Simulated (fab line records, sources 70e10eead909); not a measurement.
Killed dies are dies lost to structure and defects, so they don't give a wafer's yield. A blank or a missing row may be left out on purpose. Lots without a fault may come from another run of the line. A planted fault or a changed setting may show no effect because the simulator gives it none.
fab line records | flow nand_harc
record lots=7 wafers=21 last_day=33
route steps=1302 shown A_CONTACT@995
lots that met no fault: from a run of the same line without faults
start_h: hours from the record's first day to the start of the lot's first wafer shown | wait_h: hours since the lot's step before | " the same as in the row above | L1.1+2: a row that stands for several wafers | - no value, or no start given | * or withheld: withheld | < > ~ a bound
route shown NAME@n: a module of which the file shows steps, and the number in the route of the first | usual: mean/standard deviation of fault-free wafers | same: alike in all rows | chamber/n: place in a boat | sites: the reading at each site | _std_site: their standard deviation | _edge_site: outer sites' mean less inner sites' | radius_mm: how far each site lies from the wafer's centre | mask NAME#n: copy n | behind: the tool/chamber that last shaped the wafer | hold: why the lot was held/for how many hours/how that ended | device: the transistor (n, p or np) that didn't switch | end of line: the same wafers' tests at the end of the route | a step without rows: its recipe alone | killed: dies lost to structure and defects at the first sort, not the wafer's yield | map: a wafer's dies, x killed, . not, _ none there
set.NAME: the setting as run; set.NAME@STEP: as run at that earlier step | model.NAME: the simulator's own value behind a step, which no gauge read
lots at some steps of the route; a table a step, a row a wafer
services: from which hour (start_h, from the record's first day; less than 0 if before it) a tool's chamber was out of use, for how many hours, and why
## steps
# step NHARC_A_CONTACT_PEB_40
# recipe peb_temp_c=100 peb_time_s=65
# step NHARC_A_CONTACT_DEVELOP_41
# recipe develop_time_s=35 dev_temp_c=23
# step NHARC_A_CONTACT_CD_MEAS_42
# recipe target_cd_nm=300 landing_energy_ev=500
# usual cd_nm=299.9/0.62
# columns lot.wafer tool chamber start_h wait_h cd_nm
L825.1 cd_sem-03 0 610.47 - 300.3
L825.4 " 0 " " 300.0
L825.5 " 0 " " 300.4
L827.2 cd_sem-03 0 614.56 - 299.5
L827.5 " 0 " " 299.7
L827.6 " 0 " " 300.0
L828.1 cd_sem-01 0 624.08 - 300.4
L828.2 " 0 " " 299.8
L828.3 " 0 " " 299.5
L834.1 cd_sem-03 0 683.79 - 298.9
L834.2 " 0 " " 300.2
L834.6 " 0 " " 299.3
L835.3 cd_sem-01 0 684.17 - 299.0
L835.4 " 0 " " 299.2
L835.5 " 0 " " 298.7
L837.2 cd_sem-03 0 690.19 - 300.4
L837.4 " 0 " " 300.2
L837.5 " 0 " " 299.5
L838.1 cd_sem-03 0 724.89 - 300.4
L838.2 " 0 " " 300.2
L838.5 " 0 " " 300.8
# step NHARC_A_CONTACT_OVL_MEAS_43
# usual overlay_x_nm=-0.1/1 overlay_y_nm=0.0/0.77
# columns lot.wafer tool chamber start_h wait_h overlay_x_nm overlay_y_nm
L825.1 overlay-02 - 610.56 - -0.9 -0.5
L825.4 " - " " -0.7 -0.5
L825.5 " - " " -0.9 -0.6
L827.2 overlay-02 - 614.65 - -0.4 1.5
L827.5 " - " " -0.5 1.2
L827.6 " - " " -0.6 1.1
L828.1 overlay-02 - 624.17 - 0.5 1.5
L828.2 " - " " 1.1 0.7
L828.3 " - " " 1.1 1.4
L834.1 overlay-02 - 683.88 - 0.9 0.7
L834.2 " - " " 1.2 0.2
L834.6 " - " " 0.6 0.3
L835.3 overlay-01 - 684.25 - -0.4 0.7
L835.4 " - " " 0.1 0.9
L835.5 " - " " 0.4 0.3
L837.2 overlay-02 - 690.27 - 0.2 -0.4
L837.4 " - " " 1.1 -0.3
L837.5 " - " " 1.0 -0.4
L838.1 overlay-01 - 724.98 - 0.6 0.0
L838.2 " - " " 0.3 -0.4
L838.5 " - " " 0.6 0.0
# step NHARC_A_CONTACT_INSPECT_44
# usual raw_defect_count=76/38
# columns lot.wafer tool chamber start_h wait_h raw_defect_count
L825.1 defect_inspect-02 - 610.60 0.0 34
L825.4 " - " " 36
L825.5 " - " " 39
L827.2 defect_inspect-02 - 614.68 0.0 133
L827.5 " - " " 130
L827.6 " - " " 112
L828.1 defect_inspect-01 - 624.21 0.0 25
L828.2 " - " " 11
L828.3 " - " " 14
L834.1 defect_inspect-02 - 683.91 0.0 93
L834.2 " - " " 121
L834.6 " - " " 113
L835.3 defect_inspect-02 - 684.29 0.0 64
L835.4 " - " " 50
L835.5 " - " " 66
L837.2 defect_inspect-01 - 690.31 0.0 86
L837.4 " - " " 115
L837.5 " - " " 92
L838.1 defect_inspect-02 - 725.01 0.0 98
L838.2 " - " " 113
L838.5 " - " " 103
# step NHARC_A_CONTACT_DESCUM_47
# recipe time_s=3 o2_flow_sccm=200 ar_flow_sccm=0 bias_power_w=0 chemistry=O2
# usual drypump_motor_current_A=5.5/0.5 oes_product_au=1.000/0.011 rf_vpp_V=57.9/0.82 showerhead_plenum_p_Torr=1.94/0.053 throttle_valve_pct=11.311/0.0096
# columns lot.wafer tool chamber start_h wait_h drypump_motor_current_A oes_product_au rf_hours_counter_h rf_vpp_V showerhead_plenum_p_Torr throttle_valve_pct
L825.1 rie_diel-13 2 610.68 0.1 6.0 1.017 13 59.5 1.98 11.302
L825.4 " 3 " " 5.2 1.010 - 57.6 1.96 11.310
L825.5 " 1 " " 6.0 0.994 - 56.3 1.95 11.291
L827.2 rie_diel-13 2 614.75 0.1 6.0 1.016 14 59.8 1.98 11.304
L827.6 " 1 " " 6.1 0.998 - 57.9 1.95 11.301
L827.5 " 2 " " 6.0 1.019 - 58.2 1.98 11.313
L828.3 rie_diel-13 3 624.27 0.1 5.2 1.004 14 57.6 1.96 11.324
L828.1 " 1 " " 6.1 1.000 15 56.9 1.95 11.308
L828.2 " 2 " " 6.1 1.016 16 58.3 1.98 11.309
L834.1 rie_diel-05 0 683.97 0.1 4.7 1.005 27 57.6 2.02 11.311
L834.2 " 3 " " 5.7 0.999 30 57.2 1.92 11.303
L834.6 " 0 " " 4.7 0.991 - 57.6 2.02 11.305
L835.3 rie_diel-02 2 684.35 0.1 5.7 0.994 33 57.5 1.90 11.309
L835.4 " 1 " " 6.0 0.995 33 58.7 2.01 11.321
L835.5 " 3 " " 5.1 0.991 - 56.9 1.82 11.302
L837.2 rie_diel-02 2 690.38 0.1 5.7 0.984 35 57.8 1.90 11.313
L837.4 " 3 " " 5.1 0.989 35 56.9 1.82 11.319
L837.5 " 1 " " 6.1 0.988 - 58.9 2.00 11.315
L838.2 rie_diel-13 3 725.08 0.1 5.2 0.993 1 57.8 1.95 11.290
L838.1 " 0 " " 5.8 1.004 1 57.5 1.90 11.309
L838.5 " 3 " " 5.2 0.985 - 58.6 1.95 11.316
# step NHARC_A_CONTACT_ETCH_48
# recipe target_depth_a=390 over_etch_frac=0.3 time_s=65 ion_energy_ev=80 cf4_flow_sccm=150 ar_flow_sccm=0 rf_w=300 bias_w=100 chemistry=CF4
# usual bias_w=99.99/0.29 cf4_flow_sccm=150.0/0.44 drypump_motor_current_A=5.5/0.5 oes_product_au=1.000/0.011 rf_fwd_power_W=297.5/1.3 rf_vpp_V=151.6/1 showerhead_plenum_p_Torr=1.79/0.047 throttle_valve_pct=13.284/0.0088
# same over_etch_frac=0.3
# columns lot.wafer tool chamber start_h wait_h bias_w cf4_flow_sccm drypump_motor_current_A oes_product_au rf_fwd_power_W rf_hours_counter_h rf_vpp_V showerhead_plenum_p_Torr throttle_valve_pct
L825.1 rie_diel-13 3 610.77 0.1 100.19 151.0 5.2 1.001 298.0 12 152.0 1.81 13.286
L825.4 " 2 " " 100.32 149.8 6.0 1.026 297.7 - 152.3 1.83 13.288
L825.5 " 1 " " 100.15 149.7 6.1 0.997 295.8 - 152.4 1.80 13.265
L827.2 rie_diel-13 3 614.85 0.1 100.57 148.7 5.1 1.001 299.8 13 152.0 1.80 13.269
L827.6 " 2 " " 99.36 150.5 6.0 1.013 299.3 - 152.8 1.83 13.286
L827.5 " 3 " " 100.00 148.6 5.1 0.999 297.4 - 152.6 1.81 13.281
L828.2 rie_diel-13 3 624.37 0.1 100.11 149.9 5.2 0.999 297.1 14 153.0 1.80 13.298
L828.3 " 1 " " 100.12 149.5 6.1 0.994 295.9 15 150.9 1.80 13.288
L828.1 " 2 " " 99.95 149.7 6.1 1.016 298.5 16 151.2 1.83 13.285
L834.1 rie_diel-05 3 684.08 0.1 100.07 149.8 5.7 1.011 298.0 31 151.4 1.78 13.268
L834.2 " 1 " " 99.68 150.3 4.7 0.998 299.3 29 149.0 1.73 13.279
L834.6 " 3 " " 100.24 149.8 5.8 1.021 298.4 - 152.5 1.78 13.300
L835.3 rie_diel-02 1 684.43 0.1 99.71 150.2 6.0 0.986 297.9 33 153.9 1.85 13.285
L835.4 " 0 " " 99.78 150.1 4.9 0.998 297.4 33 151.2 1.81 13.286
L835.5 " 1 " " 99.53 150.7 6.0 0.983 298.5 - 151.8 1.85 13.294
L837.2 rie_diel-02 0 690.46 0.1 100.14 150.0 4.9 0.995 298.3 34 152.4 1.81 13.296
L837.4 " 2 " " 100.22 149.9 5.7 0.977 295.3 35 152.1 1.76 13.311
L837.5 " 3 " " 100.24 149.8 5.1 0.997 298.0 - 150.3 1.69 13.286
L838.2 rie_diel-13 3 725.16 0.1 100.36 149.7 5.1 1.001 299.5 1 152.1 1.80 13.296
L838.1 " 0 " " 99.94 149.4 5.8 1.000 299.3 1 151.2 1.76 13.287
L838.5 " 0 " " 99.95 149.6 5.8 1.005 299.1 - 152.2 1.76 13.286
# step NHARC_A_CONTACT_ETCH_49
# recipe target_depth_a=2600 over_etch_frac=0.3 time_s=475.3 ion_energy_ev=200 n2_flow_sccm=150 h2_flow_sccm=150 ar_flow_sccm=0 rf_w=400 bias_w=150 chemistry=N2/H2
# usual bias_w=150.0/0.45 chamber_pressure_mTorr=29.999/0.026 drypump_motor_current_A=5.5/0.51 oes_product_au=0.999/0.012 rf_fwd_power_W=399.3/1.1 rf_vpp_V=431.4/1.8 showerhead_plenum_p_Torr=2.07/0.06 throttle_valve_pct=14.172/0.0093
# same over_etch_frac=0.3
# columns lot.wafer tool chamber start_h wait_h bias_w chamber_pressure_mTorr drypump_motor_current_A oes_product_au rf_fwd_power_W rf_hours_counter_h rf_vpp_V showerhead_plenum_p_Torr throttle_valve_pct
L825.1 rie_diel-13 2 - - 150.4 30.044 6.0 1.018 400.1 13 432.7 2.12 14.172
L825.5 " 1 " " 149.8 29.997 6.1 0.998 397.7 - 432.6 2.08 14.172
L825.4 " 3 " " 150.4 30.014 5.2 0.993 398.5 - 432.2 2.09 14.181
L827.2 rie_diel-13 2 - - 150.5 30.050 6.0 1.032 399.5 15 432.7 2.12 14.163
L827.6 " 2 " " 150.5 29.966 6.0 1.025 399.1 - 432.9 2.12 14.162
L827.5 " 3 " " 149.8 29.953 5.2 1.009 399.6 - 431.6 2.09 14.175
L828.2 rie_diel-13 1 - - 150.0 29.982 6.1 0.985 397.0 16 431.6 2.08 14.166
L828.3 " 2 " " 150.2 30.011 6.1 1.017 401.1 16 431.6 2.12 14.177
L828.1 " 3 " " 150.8 30.009 5.2 1.004 400.1 14 431.3 2.09 14.181
L834.2 rie_diel-05 0 - - 149.7 29.938 4.7 0.996 400.7 27 433.8 2.15 14.170
L834.1 " 3 " " 150.5 29.986 5.8 1.002 400.1 31 431.6 2.05 14.177
L834.6 " 3 " " 150.4 30.002 5.8 0.999 399.3 - 431.0 2.05 14.179
L835.3 rie_diel-02 0 - - 149.2 30.000 4.9 0.986 400.2 33 432.4 2.09 14.179
L835.4 " 1 " " 149.4 30.003 6.1 0.983 401.3 33 434.4 2.14 14.177
L835.5 " 1 " " 149.4 30.015 6.1 0.983 400.7 - 433.1 2.14 14.167
L837.4 rie_diel-02 0 - - 150.2 29.993 4.9 1.002 400.2 34 430.7 2.09 14.168
L837.2 " 1 " " 149.9 30.007 6.1 0.989 399.5 35 433.8 2.14 14.175
L837.5 " 2 " " 150.0 30.013 5.7 0.986 397.5 - 429.7 2.03 14.181
L838.1 rie_diel-13 3 - - 149.6 30.028 5.2 0.979 399.0 1 430.7 2.08 14.179
L838.2 " 0 " " 149.8 30.021 5.8 1.010 399.6 1 431.1 2.02 14.152
L838.5 " 3 " " 150.7 30.055 5.1 0.997 398.8 - 431.6 2.08 14.151
# step NHARC_A_CONTACT_ETCH_50
# recipe target_depth_a=1210 time_s=60.5 cf4_flow_sccm=100 chf3_flow_sccm=30 ar_flow_sccm=0 rf_w=500 bias_w=200 chemistry=CF4/CHF3
# step NHARC_A_CONTACT_ETCH_51
# recipe target_depth_a=70000 over_etch_frac=0.3 time_s=1820 ion_energy_ev=150 o2_flow_sccm=400 cos_flow_sccm=20 ar_flow_sccm=0 rf_w=500 bias_w=300 chemistry=O2/COS
# step NHARC_A_CONTACT_ETCH_111
# recipe source_w=withheld pressure_mtorr=20 bias_v=withheld time_s=140 target_depth_a=7000 ar_flow_sccm=withheld c4f8_flow_sccm=withheld o2_flow_sccm=withheld chemistry=C4F8/O2/Ar
# usual chamber_pressure_mTorr=20.000/0.019 oes_air_line_au=0.999/0.021
# columns lot.wafer tool chamber start_h wait_h chamber_pressure_mTorr oes_air_line_au rf_hours_counter_h
L825.1 har_cap_etch-01 1 612.88 - 20.015 1.017 16
L825.4 " 0 " " 19.990 0.986 -
L825.5 " 0 " " 20.009 0.962 -
L827.2 har_cap_etch-02 0 616.96 - 20.024 0.987 104
L827.6 " 1 " " 20.015 1.007 -
L827.5 " 0 " " 19.992 1.027 -
L828.2 har_cap_etch-03 1 626.44 - 20.049 1.012 62
L828.1 " 0 " " 20.015 0.988 62
L828.3 " 1 " " 20.024 1.011 -
L834.2 har_cap_etch-02 1 686.17 - 20.003 1.006 118
L834.1 " 0 " " 19.989 0.987 118
L834.6 " 1 " " 20.012 0.985 -
L835.3 har_cap_etch-01 1 686.25 - 20.016 1.010 -
L835.4 " 0 " " 20.009 1.030 -
L835.5 " 0 " " 20.017 1.021 -
L837.2 har_cap_etch-03 1 692.24 - 19.989 0.984 75
L837.4 " 1 " " 20.007 0.999 -
L837.5 " 0 " " 19.989 1.011 -
L838.1 har_cap_etch-02 1 726.90 - 19.989 0.952 127
L838.2 " 0 " " 20.009 1.008 127
L838.5 " 1 " " 19.973 0.987 -
# step NHARC_A_CONTACT_ETCH_112
# recipe source_w=withheld pressure_mtorr=20 bias_v=3000 time_s=190 target_depth_a=18500 ar_flow_sccm=withheld c4f8_flow_sccm=withheld o2_flow_sccm=withheld chemistry=C4F8/O2/Ar
# usual chamber_pressure_mTorr=20.000/0.019 oes_air_line_au=1.002/0.021
# columns lot.wafer tool chamber start_h wait_h chamber_pressure_mTorr oes_air_line_au rf_hours_counter_h
L825.1 har_cap_etch-01 1 613.07 0.2 20.029 1.028 16
L825.4 " 0 " " 20.026 1.030 -
L825.5 " 0 " " 19.994 1.003 -
L827.2 har_cap_etch-02 0 617.15 0.2 20.012 1.030 104
L827.6 " 1 " " 20.018 0.980 -
L827.5 " 0 " " 20.009 0.991 -
L828.2 har_cap_etch-03 1 626.71 0.2 19.962 1.002 62
L828.1 " 0 " " 19.981 1.052 62
L828.3 " 1 " " 19.988 1.001 -
L834.2 har_cap_etch-02 1 686.37 0.2 20.021 1.003 119
L834.1 " 0 " " 20.083 1.013 119
L834.6 " 1 " " 20.030 0.981 -
L835.3 har_cap_etch-01 1 686.44 0.2 20.028 1.014 -
L835.4 " 0 " " 19.971 0.999 -
L835.5 " 0 " " 19.985 1.005 -
L837.2 har_cap_etch-03 1 692.44 0.2 20.005 0.995 75
L837.4 " 1 " " 20.007 1.016 -
L837.5 " 0 " " 19.993 0.986 -
L838.1 har_cap_etch-02 1 727.10 0.2 19.986 0.983 127
L838.2 " 0 " " 19.997 0.998 127
L838.5 " 1 " " 19.984 0.963 -
# step NHARC_A_CONTACT_ETCH_113
# recipe source_w=withheld pressure_mtorr=20 bias_v=3000 time_s=190 target_depth_a=18500 ar_flow_sccm=withheld c4f8_flow_sccm=withheld o2_flow_sccm=withheld chemistry=C4F8/O2/Ar
# usual chamber_pressure_mTorr=19.998/0.017 oes_air_line_au=0.999/0.019
# columns lot.wafer tool chamber start_h wait_h chamber_pressure_mTorr oes_air_line_au rf_hours_counter_h
L825.1 har_cap_etch-01 1 613.24 0.1 - - -
L825.4 " 0 " " - - -
L825.5 " 0 " " - - -
L827.2 har_cap_etch-02 0 617.32 0.1 - - -
L827.6 " 1 " " - - -
L827.5 " 0 " " - - -
L828.2 har_cap_etch-03 1 626.94 0.2 - - -
L828.1 " 0 " " - - -
L828.3 " 1 " " - - -
L834.2 har_cap_etch-02 1 686.54 0.1 20.010 0.971 119
L834.1 " 0 " " 20.024 1.001 119
L834.6 " 1 " " 19.985 0.989 -
L835.3 har_cap_etch-01 1 686.61 0.1 20.011 1.002 -
L835.4 " 0 " " 20.004 0.968 -
L835.5 " 0 " " 20.016 0.993 -
L837.2 har_cap_etch-03 1 692.61 0.1 19.997 1.003 76
L837.4 " 1 " " 20.014 0.983 -
L837.5 " 0 " " 19.994 0.992 -
L838.1 har_cap_etch-02 1 727.27 0.1 20.014 0.989 127
L838.2 " 0 " " 19.998 0.955 127
L838.5 " 1 " " 20.011 0.980 -
# step NHARC_A_CONTACT_ETCH_114
# recipe source_w=withheld pressure_mtorr=20 bias_v=3000 time_s=190 target_depth_a=18500 ar_flow_sccm=withheld c4f8_flow_sccm=withheld o2_flow_sccm=withheld chemistry=C4F8/O2/Ar
## services
# columns tool chamber start_h hours kind
rie_diel-13 2 598.16 1.7 repair
rie_diel-13 0 602.14 - clean
rie_diel-13 1 602.14 - clean
rie_diel-13 2 602.14 - clean
rie_diel-13 3 602.14 - clean
rie_diel-13 0 607.98 22.1 repair
rie_diel-02 2 615.15 3.0 repair
rie_diel-13 1 626.64 - clean
rie_diel-13 2 626.64 - clean
rie_diel-13 3 626.64 - clean
rie_diel-13 3 631.30 3.7 repair
rie_diel-05 0 646.93 4.1 repair
rie_diel-13 0 651.14 - clean
rie_diel-13 1 651.14 - clean
rie_diel-13 2 651.14 - clean
rie_diel-13 3 651.14 - clean
rie_diel-13 0 651.41 12.4 repair
rie_diel-13 0 675.64 - clean
rie_diel-13 1 675.64 - clean
rie_diel-13 2 675.64 - clean
rie_diel-13 3 675.64 - clean
rie_diel-05 2 676.54 28.7 repair
rie_diel-13 - 696.53 9.0 pm
rie_diel-02 0 725.99 1.9 repair
## key
first_sign step=NHARC_A_CONTACT_ETCH_113 reading=tool_record direction=missing
effect none on later readings
met_at NHARC_A_CONTACT_ETCH_113
struck_wafers L825.1,L825.4,L825.5,L827.2,L827.5,L827.6,L828.1,L828.2,L828.3
later_rows_left_out L825.1,L825.4,L825.5,L827.2,L827.5,L827.6,L828.1,L828.2,L828.3
sort_left_out L825.1,L825.4,L825.5,L827.2,L827.5,L827.6,L828.1,L828.2,L828.3
tester_left_out L825,L827,L828
fault kind=skipped_step_whole tool=har_cap_etch-01,har_cap_etch-02,har_cap_etch-03 chamber=- onset_h=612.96 steps=NHARC_A_CONTACT_ETCH_113 scope=struck_lots_only
# tester_left_out: of these lots the tester's yield and bins aren't shown, on N5 and GAA mostly nor the transistor test; their killed dies are dies lost to structure and defects alone, not to doping, threshold or leakage, so they don't give the yield
# sort_left_out: the simulated sort isn't trusted on such a fault, so these wafers' sort isn't shown, and their yield isn't known
# later_rows_left_out: the simulator's readings of these wafers behind a module that went badly wrong aren't trusted and aren't shown, but for the sort
